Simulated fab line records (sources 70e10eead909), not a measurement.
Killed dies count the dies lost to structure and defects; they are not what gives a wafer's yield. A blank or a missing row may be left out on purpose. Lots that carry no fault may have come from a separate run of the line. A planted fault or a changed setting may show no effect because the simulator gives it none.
fab line records ; flow nand_harc ; part 1 of 2: steps 1 to 22 of 32
record: lots: 5; wafers: 15; last_day: 34
route steps=1302 shown P_M1@292 P_M2@318
lots that met no fault: taken from a fault-free run of the same line
start_h: hours from the record's first day to the start of the lot's first wafer shown ; wait_h: how many hours have passed since the lot's step before this one ; " same as the row above ; L1.1+2: several wafers, shown together as one row ; - no value, or no start was given ; * or withheld: withheld ; < > ~ a bound
route shown NAME@n: a module of which the file shows steps, and the number in the route of the first ; usual: mean and standard deviation over wafers with no fault ; same: alike in all rows ; chamber/n: place in a boat ; sites: the reading at each site ; _std_site: standard deviation of those values ; _edge_site: outer sites' mean less inner sites' ; radius_mm: for every site, how far away it sits from the centre of the wafer ; mask NAME#n: copy n ; behind: tool/chamber where the wafer was last shaped ; hold: the reason the lot was held/the length of the hold in hours/how it ended ; device: whichever transistor did not switch (one of n, p or np) ; end of line: tests run on the same wafers once the route is complete ; for a step that has no rows: nothing shown but its recipe ; killed: dies that structure and defects cost at the first sort, which is not the same as the wafer's yield ; map: a wafer's dies, marking killed ones x, the rest . and places with no die _
set.NAME: the setting that was run; set.NAME@STEP: the one run at that earlier step ; model.NAME: the simulator's own value behind a step, which no gauge read
lots at selected steps of the route; one table per step, one row per wafer
services: from which hour (start_h, from the record's first day; less than 0 if before it) a tool's chamber was out of use, for how many hours, and why
== steps ==
step: NHARC_P_M1_EXPOSE_06
recipe: na: 1.35; target_cd_nm: 130; dose_mj: 81.88; mask_id: P_M1
usual: reticle_temp_C: 23.00/0.11
lot.wafer;tool;chamber;start_h;wait_h;mask;reticle_temp_C
L075.3;arfi_scanner-02;0;134.32;-;P_M1#0;22.80
L075.4;arfi_scanner-02;0;134.32;-;P_M1#0;22.96
L075.5;arfi_scanner-02;0;134.32;-;P_M1#0;22.91
L077.2;arfi_scanner-03;0;161.17;-;P_M1#0;22.99
L077.4;arfi_scanner-03;0;161.17;-;P_M1#0;22.99
L077.5;arfi_scanner-03;0;161.17;-;P_M1#0;22.91
L087.3;arfi_scanner-01;0;270.19;-;P_M1#0;22.82
L087.4;arfi_scanner-01;0;270.19;-;P_M1#0;23.04
L087.6;arfi_scanner-01;0;270.19;-;P_M1#0;22.95
L094.2;arfi_scanner-02;0;328.66;-;P_M1#0;23.17
L094.3;arfi_scanner-02;0;328.66;-;P_M1#0;23.02
L094.6;arfi_scanner-02;0;328.66;-;P_M1#0;23.11
L097.2;arfi_scanner-03;0;359.47;-;P_M1#0;22.87
L097.4;arfi_scanner-03;0;359.47;-;P_M1#0;22.85
L097.6;arfi_scanner-03;0;359.47;-;P_M1#0;22.92
step: NHARC_P_M1_PEB_07
recipe: peb_temp_c: 100; peb_time_s: 65
usual: chill_plate_temp_C: 23.02/0.11; exhaust_pa: 44.9/0.91
lot.wafer;tool;chamber;start_h;wait_h;chill_plate_temp_C;exhaust_pa
L075.3;litho_track-01;0;134.37;0.0;22.96;44.2
L075.4;litho_track-01;0;134.37;0.0;23.09;46.4
L075.5;litho_track-01;0;134.37;0.0;23.11;45.0
L077.2;litho_track-04;0;161.23;0.1;23.20;44.5
L077.4;litho_track-04;0;161.23;0.1;23.14;45.2
L077.5;litho_track-04;0;161.23;0.1;23.28;44.7
L087.3;litho_track-06;0;270.25;0.0;23.17;44.5
L087.4;litho_track-06;0;270.25;0.0;23.01;43.9
L087.6;litho_track-06;0;270.25;0.0;23.20;43.7
L094.2;litho_track-04;0;328.71;0.1;23.06;44.5
L094.3;litho_track-04;0;328.71;0.1;22.83;45.8
L094.6;litho_track-04;0;328.71;0.1;22.84;44.9
L097.2;litho_track-04;0;359.53;0.1;23.02;47.0
L097.4;litho_track-04;0;359.53;0.1;22.95;47.1
L097.6;litho_track-04;0;359.53;0.1;22.94;44.8
step: NHARC_P_M1_DEVELOP_08
recipe: develop_time_s: 35; dev_temp_c: 23
usual: chill_plate_temp_C: 22.98/0.12; exhaust_pa: 44.8/0.9
lot.wafer;tool;chamber;start_h;wait_h;chill_plate_temp_C;exhaust_pa
L075.3;litho_track-01;0;-;-;23.04;43.6
L075.4;litho_track-01;0;-;-;23.02;43.7
L075.5;litho_track-01;0;-;-;23.21;44.5
L077.2;litho_track-04;0;-;-;22.81;44.8
L077.4;litho_track-04;0;-;-;22.97;45.0
L077.5;litho_track-04;0;-;-;22.82;44.3
L087.3;litho_track-06;0;-;-;23.04;45.1
L087.4;litho_track-06;0;-;-;22.92;44.1
L087.6;litho_track-06;0;-;-;23.02;44.1
L094.2;litho_track-04;0;-;-;23.20;44.3
L094.3;litho_track-04;0;-;-;23.15;44.2
L094.6;litho_track-04;0;-;-;23.11;42.6
L097.2;litho_track-04;0;-;-;22.92;43.4
L097.4;litho_track-04;0;-;-;23.06;44.5
L097.6;litho_track-04;0;-;-;22.99;44.3
step: NHARC_P_M1_CD_MEAS_09
recipe: target_cd_nm: 130; landing_energy_ev: 500
usual: cd_nm: 130.3/0.8
lot.wafer;tool;chamber;start_h;wait_h;cd_nm
L075.3;cd_sem-03;0;134.46;-;129.7
L075.4;cd_sem-03;0;134.46;-;130.5
L075.5;cd_sem-03;0;134.46;-;130.3
L077.2;cd_sem-02;0;161.31;-;130.2
L077.4;cd_sem-02;0;161.31;-;129.7
L077.5;cd_sem-02;0;161.31;-;129.2
L087.3;cd_sem-01;0;270.33;-;130.1
L087.4;cd_sem-01;0;270.33;-;129.3
L087.6;cd_sem-01;0;270.33;-;128.8
L094.2;cd_sem-03;0;328.79;-;129.5
L094.3;cd_sem-03;0;328.79;-;129.1
L094.6;cd_sem-03;0;328.79;-;128.9
L097.2;cd_sem-03;0;359.61;-;130.0
L097.4;cd_sem-03;0;359.61;-;129.8
L097.6;cd_sem-03;0;359.61;-;130.9
step: NHARC_P_M1_OVL_MEAS_10
recipe: pitch_nm: 260
usual: overlay_x_nm: 0.2/1.1; overlay_y_nm: -0.1/0.86
lot.wafer;tool;chamber;start_h;wait_h;overlay_x_nm;overlay_y_nm
L075.3;overlay-01;-;134.54;-;0.4;0.8
L075.4;overlay-01;-;134.54;-;0.1;0.6
L075.5;overlay-01;-;134.54;-;0.0;0.8
L077.2;overlay-01;-;161.40;-;0.9;0.7
L077.4;overlay-01;-;161.40;-;1.3;0.0
L077.5;overlay-01;-;161.40;-;1.2;-0.4
L087.3;overlay-01;-;270.41;-;0.8;0.0
L087.4;overlay-01;-;270.41;-;1.0;0.4
L087.6;overlay-01;-;270.41;-;0.7;-0.4
L094.2;overlay-01;-;328.88;-;-1.2;-0.8
L094.3;overlay-01;-;328.88;-;-1.4;-0.9
L094.6;overlay-01;-;328.88;-;-1.6;-0.5
L097.2;overlay-02;-;359.69;-;2.9;0.5
L097.4;overlay-02;-;359.69;-;2.8;0.9
L097.6;overlay-02;-;359.69;-;2.5;0.3
step: NHARC_P_M1_INSPECT_11
usual: raw_defect_count: 5.0/2.8
lot.wafer;tool;chamber;start_h;wait_h;raw_defect_count
L075.3;defect_inspect-01;-;134.58;0.0;6
L075.4;defect_inspect-01;-;134.58;0.0;11
L075.5;defect_inspect-01;-;134.58;0.0;6
L077.2;defect_inspect-02;-;161.43;0.0;5
L077.4;defect_inspect-02;-;161.43;0.0;11
L077.5;defect_inspect-02;-;161.43;0.0;3
L087.3;defect_inspect-02;-;270.45;0.0;6
L087.4;defect_inspect-02;-;270.45;0.0;7
L087.6;defect_inspect-02;-;270.45;0.0;5
L094.2;defect_inspect-01;-;328.92;0.0;3
L094.3;defect_inspect-01;-;328.92;0.0;4
L094.6;defect_inspect-01;-;328.92;0.0;7
L097.2;defect_inspect-02;-;359.73;0.0;6
L097.4;defect_inspect-02;-;359.73;0.0;11
L097.6;defect_inspect-02;-;359.73;0.0;5
step: NHARC_P_M1_DESCUM_14
recipe: time_s: 3; o2_flow_sccm: 200; ar_flow_sccm: 0; bias_power_w: 0; chemistry: O2
usual: drypump_motor_current_A: 5.6/0.31; oes_product_au: 1.002/0.013; rf_vpp_V: 57.6/0.92; showerhead_plenum_p_Torr: 1.87/0.067; throttle_valve_pct: 11.313/0.0089
same: bias_power_w: 0
lot.wafer;tool;chamber;start_h;wait_h;drypump_motor_current_A;oes_product_au;rf_hours_counter_h;rf_vpp_V;showerhead_plenum_p_Torr;throttle_valve_pct
L075.4;rie_diel-10;1;134.64;0.1;5.6;0.990;3;57.0;1.79;11.309
L075.3;rie_diel-10;3;134.64;0.1;5.3;0.982;2;58.5;1.84;11.304
L075.5;rie_diel-10;1;134.64;0.1;5.6;0.996;-;57.4;1.79;11.293
L077.2;rie_diel-10;2;161.49;0.1;5.4;1.019;5;59.5;1.89;11.312
L077.4;rie_diel-10;0;161.49;0.1;5.9;1.030;5;58.4;1.89;11.308
L077.5;rie_diel-10;2;161.49;0.1;5.4;1.016;-;57.7;1.89;11.305
L087.3;rie_diel-10;3;270.53;0.1;5.3;0.998;1;58.4;1.84;11.321
L087.4;rie_diel-10;0;270.53;0.1;5.9;0.998;1;57.4;1.89;11.324
L087.6;rie_diel-10;1;270.53;0.1;5.6;0.987;-;58.6;1.78;11.314
L094.2;rie_diel-10;1;328.98;0.1;5.5;0.993;5;57.4;1.78;11.303
L094.3;rie_diel-10;3;328.98;0.1;5.2;1.000;5;57.4;1.83;11.309
L094.6;rie_diel-10;1;328.98;0.1;5.6;1.003;-;56.5;1.78;11.322
L097.2;rie_diel-10;0;359.79;0.1;5.9;0.999;6;56.9;1.89;11.313
L097.4;rie_diel-10;2;359.79;0.1;5.4;1.003;7;56.7;1.89;11.314
L097.6;rie_diel-10;1;359.79;0.1;5.6;0.997;-;56.7;1.78;11.308
step: NHARC_P_M1_ETCH_35
recipe: target_depth_a: 400; overetch_a: 120; time_s: 43.94; ion_energy_ev: 200; n2_flow_sccm: 150; h2_flow_sccm: 150; ar_flow_sccm: 0; rf_w: 400; bias_w: 150; chemistry: N2/H2
usual: drypump_motor_current_A: 5.6/0.31; oes_product_au: 1.001/0.012; rf_vpp_V: 429.5/2.3; showerhead_plenum_p_Torr: 2.00/0.075; throttle_valve_pct: 14.171/0.0095
lot.wafer;tool;chamber;start_h;wait_h;drypump_motor_current_A;oes_product_au;rf_hours_counter_h;rf_vpp_V;showerhead_plenum_p_Torr;throttle_valve_pct
L075.3;rie_diel-10;2;134.72;0.1;5.4;1.001;3;429.8;2.02;14.174
L075.4;rie_diel-10;3;134.72;0.1;5.2;0.993;2;426.5;1.96;14.176
L075.5;rie_diel-10;3;134.72;0.1;5.2;1.001;-;428.3;1.96;14.175
L077.4;rie_diel-10;2;161.58;0.1;5.4;1.003;5;429.6;2.01;14.168
L077.2;rie_diel-10;1;161.58;0.1;5.6;0.997;5;425.8;1.90;14.163
L077.5;rie_diel-10;2;161.58;0.1;5.4;0.996;-;431.7;2.01;14.170
L087.3;rie_diel-10;2;270.59;0.1;5.5;1.001;1;428.8;2.01;14.180
L087.4;rie_diel-10;3;270.59;0.1;5.3;1.012;1;428.3;1.95;14.163
L087.6;rie_diel-10;2;270.59;0.1;5.4;1.005;-;430.2;2.01;14.182
L094.2;rie_diel-10;3;329.07;0.1;5.2;1.003;5;429.4;1.95;14.170
L094.3;rie_diel-10;0;329.07;0.1;5.9;0.995;5;430.2;2.01;14.156
L094.6;rie_diel-10;2;329.07;0.1;5.4;1.009;-;428.8;2.01;14.182
L097.2;rie_diel-10;3;359.87;0.1;5.3;1.015;7;427.6;1.95;14.157
L097.4;rie_diel-10;2;359.87;0.1;5.4;0.999;7;429.6;2.01;14.179
L097.6;rie_diel-10;3;359.87;0.1;5.3;1.016;-;427.3;1.95;14.169
step: NHARC_P_M1_ETCH_15
recipe: target_depth_a: 1825; time_s: 91.2; c4f8_flow_sccm: withheld; ar_flow_sccm: 400; rf_w: 600; bias_w: 300; chemistry: C4F8/Ar
usual: oes_product_au: 0.957/0.022; rf_vpp_V: 439.7/2.1
lot.wafer;tool;chamber;start_h;wait_h;oes_product_au;rf_hours_counter_h;rf_vpp_V
L075.3;rie_diel-10;1;-;-;0.953;3;437.0
L075.4;rie_diel-10;2;-;-;0.969;3;441.2
L075.5;rie_diel-10;2;-;-;0.985;-;438.9
L077.2;rie_diel-10;0;-;-;0.990;5;439.2
L077.4;rie_diel-10;3;-;-;0.968;4;438.8
L077.5;rie_diel-10;1;-;-;0.975;-;436.4
L087.4;rie_diel-10;0;-;-;0.983;1;439.3
L087.3;rie_diel-10;1;-;-;0.955;1;437.1
L087.6;rie_diel-10;3;-;-;0.982;-;439.9
L094.2;rie_diel-10;3;-;-;0.955;5;438.2
L094.3;rie_diel-10;1;-;-;0.940;5;436.6
L094.6;rie_diel-10;0;-;-;0.948;-;438.9
L097.2;rie_diel-10;3;-;-;0.981;7;439.1
L097.4;rie_diel-10;0;-;-;0.954;6;439.1
L097.6;rie_diel-10;3;-;-;0.991;-;436.8
step: NHARC_P_M1_CD_MEAS_16
usual: cd_nm: 130.5/0.9
lot.wafer;tool;chamber;start_h;wait_h;cd_nm
L075.3;cd_sem-03;-;134.95;-;129.8
L075.4;cd_sem-03;-;134.95;-;130.8
L075.5;cd_sem-03;-;134.95;-;130.4
L077.2;cd_sem-01;-;161.80;-;131.2
L077.4;cd_sem-01;-;161.80;-;129.3
L077.5;cd_sem-01;-;161.80;-;129.5
L087.3;cd_sem-02;-;270.82;-;130.7
L087.4;cd_sem-02;-;270.82;-;129.8
L087.6;cd_sem-02;-;270.82;-;128.9
L094.2;cd_sem-03;-;329.29;-;130.1
L094.3;cd_sem-03;-;329.29;-;129.8
L094.6;cd_sem-03;-;329.29;-;129.0
L097.2;cd_sem-03;-;360.10;-;130.7
L097.4;cd_sem-03;-;360.10;-;129.4
L097.6;cd_sem-03;-;360.10;-;131.0
step: NHARC_P_M1_STRIP_18
recipe: power_w: 1000; n2_flow_sccm: 150; h2_flow_sccm: 150; ar_flow_sccm: 0; bias_w: 0; chemistry: N2/H2
usual: drypump_motor_current_A: 5.7/0.37; oes_product_au: 1.002/0.013; rf_vpp_V: 90.5/0.93; showerhead_plenum_p_Torr: 2.01/0.082; throttle_valve_pct: 14.171/0.009
lot.wafer;tool;chamber;start_h;wait_h;drypump_motor_current_A;oes_product_au;rf_hours_counter_h;rf_vpp_V;showerhead_plenum_p_Torr;throttle_valve_pct
L075.4;rie_diel-10;1;135.02;0.1;5.6;0.989;3;89.2;1.90;14.162
L075.3;rie_diel-10;0;135.02;0.1;5.9;1.028;3;90.2;2.02;14.171
L075.5;rie_diel-10;1;135.02;0.1;5.6;0.997;-;90.1;1.90;14.182
L077.4;rie_diel-05;1;161.90;0.1;5.5;0.992;9;90.6;1.94;14.170
L077.2;rie_diel-05;3;161.90;0.1;5.6;0.998;9;91.0;2.09;14.164
L077.5;rie_diel-05;0;161.90;0.1;5.5;0.972;-;89.7;2.13;14.175
L087.3;rie_diel-05;0;270.89;0.1;5.5;0.985;2;91.4;2.13;14.147
L087.4;rie_diel-05;1;270.89;0.1;5.6;1.005;2;90.1;1.94;14.180
L087.6;rie_diel-05;1;270.89;0.1;5.5;1.008;-;89.3;1.94;14.169
L094.2;rie_diel-05;1;329.38;0.1;5.5;0.993;7;91.4;1.94;14.178
L094.3;rie_diel-05;3;329.38;0.1;5.5;0.999;7;90.4;2.08;14.160
L094.6;rie_diel-05;0;329.38;0.1;5.5;0.989;-;91.2;2.13;14.171
L097.4;rie_diel-05;3;360.17;0.1;5.6;1.008;10;92.4;2.08;14.175
L097.2;rie_diel-05;1;360.17;0.1;5.5;1.000;10;89.6;1.94;14.166
L097.6;rie_diel-05;0;360.17;0.1;5.5;1.007;-;91.6;2.12;14.167
step: NHARC_P_M1_ETCH_28
recipe: target_depth_a: 300; over_etch_frac: 0.3; time_s: 72.99; ion_energy_ev: 150; cf4_flow_sccm: 50; n2_flow_sccm: 100; ar_flow_sccm: 150; rf_w: 300; bias_w: 100; chemistry: CF4/N2
usual: drypump_motor_current_A: 5.7/0.39; oes_product_au: 1.000/0.012; rf_vpp_V: 313.5/1.9; showerhead_plenum_p_Torr: 2.59/0.096; throttle_valve_pct: 19.795/0.0088
same: over_etch_frac: 0.3
lot.wafer;tool;chamber;start_h;wait_h;drypump_motor_current_A;oes_product_au;rf_hours_counter_h;rf_vpp_V;showerhead_plenum_p_Torr;throttle_valve_pct
L075.3;rie_diel-10;0;-;-;5.9;1.016;3;313.9;2.60;19.777
L075.4;rie_diel-10;1;-;-;5.6;0.991;3;312.3;2.46;19.788
L075.5;rie_diel-10;3;-;-;5.3;0.993;-;313.1;2.53;19.798
L077.4;rie_diel-05;1;-;-;5.5;0.990;9;312.9;2.51;19.783
L077.2;rie_diel-05;2;-;-;6.1;1.003;9;312.4;2.52;19.802
L077.5;rie_diel-05;0;-;-;5.5;0.972;-;317.0;2.73;19.807
L087.3;rie_diel-05;2;-;-;6.2;1.007;2;311.0;2.51;19.798
L087.4;rie_diel-05;0;-;-;5.5;0.992;2;315.7;2.73;19.809
L087.6;rie_diel-05;2;-;-;6.2;1.012;-;312.0;2.51;19.782
L094.3;rie_diel-05;1;-;-;5.5;0.992;7;311.6;2.51;19.786
L094.2;rie_diel-05;3;-;-;5.6;1.006;7;313.5;2.68;19.806
L094.6;rie_diel-05;1;-;-;5.5;0.984;-;312.1;2.51;19.785
L097.4;rie_diel-05;3;-;-;5.6;1.001;11;314.7;2.67;19.798
L097.2;rie_diel-05;0;-;-;5.5;0.985;10;314.7;2.73;19.793
L097.6;rie_diel-05;1;-;-;5.5;0.990;-;311.0;2.51;19.805
step: NHARC_P_M1_STRIP_19
recipe: time_s: 600; temp_c: 30; chemistry: post_etch_residue_remover
usual: temp_c: 30.00/0.11
lot.wafer;tool;chamber;start_h;wait_h;temp_c
L075.3;wet_bench-08;2;135.39;-;29.94
L075.4;wet_bench-08;4;135.39;-;30.07
L075.5;wet_bench-08;6;135.39;-;29.80
L077.2;wet_bench-10;4;162.26;-;30.06
L077.4;wet_bench-10;6;162.26;-;30.01
L077.5;wet_bench-10;7;162.26;-;29.82
L087.6;wet_bench-10;4;271.27;-;29.77
L087.4;wet_bench-10;6;271.27;-;29.82
L087.3;wet_bench-10;0;271.27;-;30.04
L094.2;wet_bench-10;4;329.73;-;29.83
L094.3;wet_bench-10;5;329.73;-;29.90
L094.6;wet_bench-10;6;329.73;-;29.88
L097.2;wet_bench-10;0;360.54;-;30.21
L097.6;wet_bench-10;1;360.54;-;29.99
L097.4;wet_bench-10;2;360.54;-;30.03
step: NHARC_P_M1_DEGAS_29
recipe: temp_c: 250; time_s: 60
usual: heater_power_w: 336/41; susceptor_temp_C: 250.02/0.18
lot.wafer;tool;chamber;start_h;wait_h;heater_power_w;susceptor_temp_C
L075.3;pvd_sputter-03;-;135.66;-;305;250.04
L075.4;pvd_sputter-03;-;135.66;-;313;250.23
L075.5;pvd_sputter-03;-;135.66;-;327;249.78
L077.4;pvd_sputter-01;-;162.52;-;338;249.91
L077.2;pvd_sputter-01;-;162.52;-;278;250.00
L077.5;pvd_sputter-01;-;162.52;-;357;250.23
L087.4;pvd_sputter-01;-;271.54;-;353;250.50
L087.3;pvd_sputter-01;-;271.54;-;278;250.26
L087.6;pvd_sputter-01;-;271.54;-;418;250.11
L094.2;pvd_sputter-01;-;330.02;-;330;250.08
L094.3;pvd_sputter-01;-;330.02;-;271;249.96
L094.6;pvd_sputter-01;-;330.02;-;425;250.03
L097.4;pvd_sputter-01;-;360.81;-;361;250.02
L097.2;pvd_sputter-01;-;360.81;-;334;249.96
L097.6;pvd_sputter-01;-;360.81;-;341;249.89
step: NHARC_P_M1_PRE_CLEAN_30
recipe: time_s: 30; temp_c: 280; gas: H2/He
usual: heater_power_w: 412/52; susceptor_temp_C: 280.00/0.2
lot.wafer;tool;chamber;start_h;wait_h;heater_power_w;susceptor_temp_C
L075.3;pvd_sputter-03;-;-;-;368;279.75
L075.4;pvd_sputter-03;-;-;-;416;279.99
L075.5;pvd_sputter-03;-;-;-;403;279.85
L077.2;pvd_sputter-01;-;-;-;410;280.10
L077.4;pvd_sputter-01;-;-;-;334;280.24
L077.5;pvd_sputter-01;-;-;-;340;280.05
L087.3;pvd_sputter-01;-;-;-;335;280.08
L087.4;pvd_sputter-01;-;-;-;520;280.22
L087.6;pvd_sputter-01;-;-;-;410;279.90
L094.2;pvd_sputter-01;-;-;-;434;279.82
L094.3;pvd_sputter-01;-;-;-;329;280.14
L094.6;pvd_sputter-01;-;-;-;450;280.01
L097.2;pvd_sputter-01;-;-;-;419;279.97
L097.4;pvd_sputter-01;-;-;-;333;280.03
L097.6;pvd_sputter-01;-;-;-;512;280.13
step: NHARC_P_M1_PVD_20
recipe: target_thk_a: 50; bias_v: 168.6; power_w: 15000; chamber_pressure_pa: 0.12; time_s: 8.06; substrate_temp_c: 50; material: TaN
usual: throttle_valve_pct: 30.0/0.83
lot.wafer;tool;chamber;start_h;wait_h;throttle_valve_pct
L075.4;pvd_sputter-03;-;-;-;30.6
L075.3;pvd_sputter-03;-;-;-;28.4
L075.5;pvd_sputter-03;-;-;-;30.8
L077.2;pvd_sputter-01;-;-;-;30.8
L077.4;pvd_sputter-01;-;-;-;29.8
L077.5;pvd_sputter-01;-;-;-;30.9
L087.4;pvd_sputter-01;-;-;-;30.6
L087.3;pvd_sputter-01;-;-;-;30.9
L087.6;pvd_sputter-01;-;-;-;31.0
L094.3;pvd_sputter-01;-;-;-;30.6
L094.2;pvd_sputter-01;-;-;-;30.1
L094.6;pvd_sputter-01;-;-;-;30.5
L097.4;pvd_sputter-01;-;-;-;30.0
L097.2;pvd_sputter-01;-;-;-;30.8
L097.6;pvd_sputter-01;-;-;-;30.5
step: NHARC_P_M1_PVD_21
recipe: target_thk_a: 300; chamber_pressure_pa: 5; power_w: 5000; substrate_temp_c: 30; time_s: 20.49; material: Cu
usual: throttle_valve_pct: 30.0/0.84
lot.wafer;tool;chamber;start_h;wait_h;throttle_valve_pct
L075.4;pvd_sputter-03;-;-;-;29.3
L075.3;pvd_sputter-03;-;-;-;30.7
L075.5;pvd_sputter-03;-;-;-;29.2
L077.2;pvd_sputter-01;-;-;-;30.5
L077.4;pvd_sputter-01;-;-;-;31.0
L077.5;pvd_sputter-01;-;-;-;31.1
L087.4;pvd_sputter-01;-;-;-;30.7
L087.3;pvd_sputter-01;-;-;-;30.0
L087.6;pvd_sputter-01;-;-;-;30.4
L094.2;pvd_sputter-01;-;-;-;31.0
L094.3;pvd_sputter-01;-;-;-;30.0
L094.6;pvd_sputter-01;-;-;-;30.5
L097.2;pvd_sputter-01;-;-;-;30.1
L097.4;pvd_sputter-01;-;-;-;30.0
L097.6;pvd_sputter-01;-;-;-;29.9
step: NHARC_P_M1_ECD_22
recipe: target_thk_a: 4000; bath_temp_c: 25; material: Cu
lot.wafer;tool;chamber;start_h;wait_h
L075.4+3+5;ecd_cu-01;0,1,1;136.12;-
L077.2+4+5;ecd_cu-02;1,0,0;162.87;-
L087.3+4+6;ecd_cu-01;0,1,0;271.99;-
L094.2+3+6;ecd_cu-01;1,1,0;330.45;-
L097.2+4+6;ecd_cu-01;1,0,1;361.17;-
step: NHARC_P_M1_ANNEAL_31
recipe: temp_c: 225; time_s: 90
usual: wafer_temp_C_max: 226.4/0.34
lot.wafer;tool;chamber;start_h;wait_h;wafer_temp_C_max
L075.3;rtp_anneal-01;0;136.50;-;226.3
L075.4;rtp_anneal-01;0;136.50;-;226.4
L075.5;rtp_anneal-01;0;136.50;-;226.7
L077.2;rtp_anneal-02;0;163.30;0.4;226.4
L077.4;rtp_anneal-02;0;163.30;0.4;226.2
L077.5;rtp_anneal-02;0;163.30;0.4;226.3
L087.3;rtp_anneal-01;0;272.37;-;226.6
L087.4;rtp_anneal-01;0;272.37;-;226.3
L087.6;rtp_anneal-01;0;272.37;-;226.9
L094.2;rtp_anneal-01;0;330.82;-;226.1
L094.3;rtp_anneal-01;0;330.82;-;226.8
L094.6;rtp_anneal-01;0;330.82;-;226.8
L097.2;rtp_anneal-02;0;361.60;0.4;225.9
L097.4;rtp_anneal-02;0;361.60;0.4;226.6
L097.6;rtp_anneal-02;0;361.60;0.4;225.8
step: NHARC_P_M1_CMP_23
recipe: t_overpolish_s: 20; target_thk_nm: 157.82
usual: motor_current_A: 12.2/1.6; retaining_ring_pressure_frac: 1.000/0.0044; time_to_endpoint_s: 29/3.6
lot.wafer;tool;chamber;start_h;wait_h;motor_current_A;retaining_ring_pressure_frac;time_to_endpoint_s
L075.3;cmp-03;2;136.78;-;9.9;1.000;36
L075.4;cmp-03;3;136.78;-;12.2;0.999;22
L075.5;cmp-03;2;136.78;-;9.4;1.002;35
L077.2;cmp-04;0;163.59;-;15.4;1.000;33
L077.4;cmp-04;1;163.59;-;13.6;1.006;29
L077.5;cmp-04;0;163.59;-;15.2;0.996;34
L087.3;cmp-04;1;272.62;-;13.5;1.002;31
L087.4;cmp-04;3;272.62;-;11.0;1.003;30
L087.6;cmp-04;2;272.62;-;10.9;1.007;31
L094.2;cmp-02;1;331.14;-;14.4;1.000;27
L094.3;cmp-02;3;331.14;-;13.1;0.999;27
L094.6;cmp-02;0;331.14;-;12.0;1.009;30
L097.2;cmp-04;1;361.95;-;13.3;1.001;31
L097.4;cmp-04;2;361.95;-;10.9;0.996;30
L097.6;cmp-04;0;361.95;-;14.6;1.002;32
step: NHARC_P_M1_THK_MEAS_24
recipe: thk_meas_gauge: xrf
usual: thk_nm: 157.6/2
lot.wafer;tool;chamber;start_h;wait_h;thk_nm
L075.3;film_metro-01;-;137.07;-;161.2
L075.4;film_metro-01;-;137.07;-;153.0
L075.5;film_metro-01;-;137.07;-;160.2
L077.2;film_metro-02;-;163.91;-;157.4
L077.4;film_metro-02;-;163.91;-;158.2
L077.5;film_metro-02;-;163.91;-;159.6
L087.3;film_metro-02;-;272.93;-;157.4
L087.4;film_metro-02;-;272.93;-;156.5
L087.6;film_metro-02;-;272.93;-;156.6
L094.2;film_metro-02;-;331.42;-;157.3
L094.3;film_metro-02;-;331.42;-;157.9
L094.6;film_metro-02;-;331.42;-;159.1
L097.2;film_metro-02;-;362.21;-;159.1
L097.4;film_metro-02;-;362.21;-;159.1
L097.6;film_metro-02;-;362.21;-;162.1
step: NHARC_P_M1_SRD_25
lot.wafer;tool;chamber;start_h;wait_h
L075.5+4+3;wet_bench-08;6,0,2;137.10;0.0
L077.2+5+4;wet_bench-08;6,2,3;163.95;0.0
L087.4+3+6;wet_bench-10;7,0,4;272.97;0.0
L094.6+2+3;wet_bench-10;4,6,7;331.46;0.0
L097.4+2+6;wet_bench-08;7,2,3;362.25;0.0
